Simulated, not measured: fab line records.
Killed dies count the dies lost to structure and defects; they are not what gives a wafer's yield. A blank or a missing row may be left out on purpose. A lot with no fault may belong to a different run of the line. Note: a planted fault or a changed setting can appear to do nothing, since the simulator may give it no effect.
Chamber matching || flow nand_harc || 4 sister chambers for NHARC_P_M1_CMP_23 on cmp-03
The step polishes, t overpolish 20 s, target thk 157.82 nm. 4 wafers are shown with their chamber, then 8 later ones without.

EACH WAFER AND ITS CHAMBER
{"wafer": "L089.5", "chamber": 0, "motor_current_A (A)": 12.3}
{"wafer": "L090.1", "chamber": 1, "motor_current_A (A)": 12.7}
{"wafer": "L090.2", "chamber": 3, "motor_current_A (A)": 11.9}
{"wafer": "L091.2", "chamber": 2, "motor_current_A (A)": 11.5}

WAFERS MISSING THEIR CHAMBER
{"wafer": "L091.3", "motor_current_A (A)": 12.5}
{"wafer": "L091.6", "motor_current_A (A)": 12.7}
{"wafer": "L092.1", "motor_current_A (A)": 12.0}
{"wafer": "L092.3", "motor_current_A (A)": 11.5}
{"wafer": "L092.4", "motor_current_A (A)": 13.3}
{"wafer": "L094.1", "motor_current_A (A)": 11.3}
{"wafer": "L094.2", "motor_current_A (A)": 11.5}
{"wafer": "L094.6", "motor_current_A (A)": 12.4}

THE CHAMBER EACH PASSED THROUGH
{"wafer": "L091.3", "from the rows above": "can't be placed: 0 or 1 or 3", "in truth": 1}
{"wafer": "L091.6", "from the rows above": "can't be placed: 1 or 0", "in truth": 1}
{"wafer": "L092.1", "from the rows above": "can't be placed: 3 or 0 or 2", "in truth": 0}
{"wafer": "L092.3", "from the rows above": "can't be placed: 2 or 3", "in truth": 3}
{"wafer": "L092.4", "from the rows above": "can't be placed: 1 or 0", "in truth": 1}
{"wafer": "L094.1", "from the rows above": "can't be placed: 2 or 3", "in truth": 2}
{"wafer": "L094.2", "from the rows above": "can't be placed: 2 or 3", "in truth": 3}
{"wafer": "L094.6", "from the rows above": "can't be placed: 0 or 1 or 3", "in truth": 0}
Placed correctly: 0 of 8. Can't be placed from these rows: 8 (the true chamber is among the candidates in 8). Placed wrongly: 0.
How it was worked out, from the rows above alone: a wafer's distance from a chamber is the root of the sum, over the readings, of the square of ((its reading less the chamber's mean) divided by the reading's scatter). If the next closest chamber is less than 2 further off than the closest, the wafer can't be placed; otherwise it belongs to the closest. A chamber's mean is the mean of its shown wafers. The scatter (one wafer shown for each chamber): square how far every hidden wafer sits from the nearest shown wafer, average those squares and take the square root.
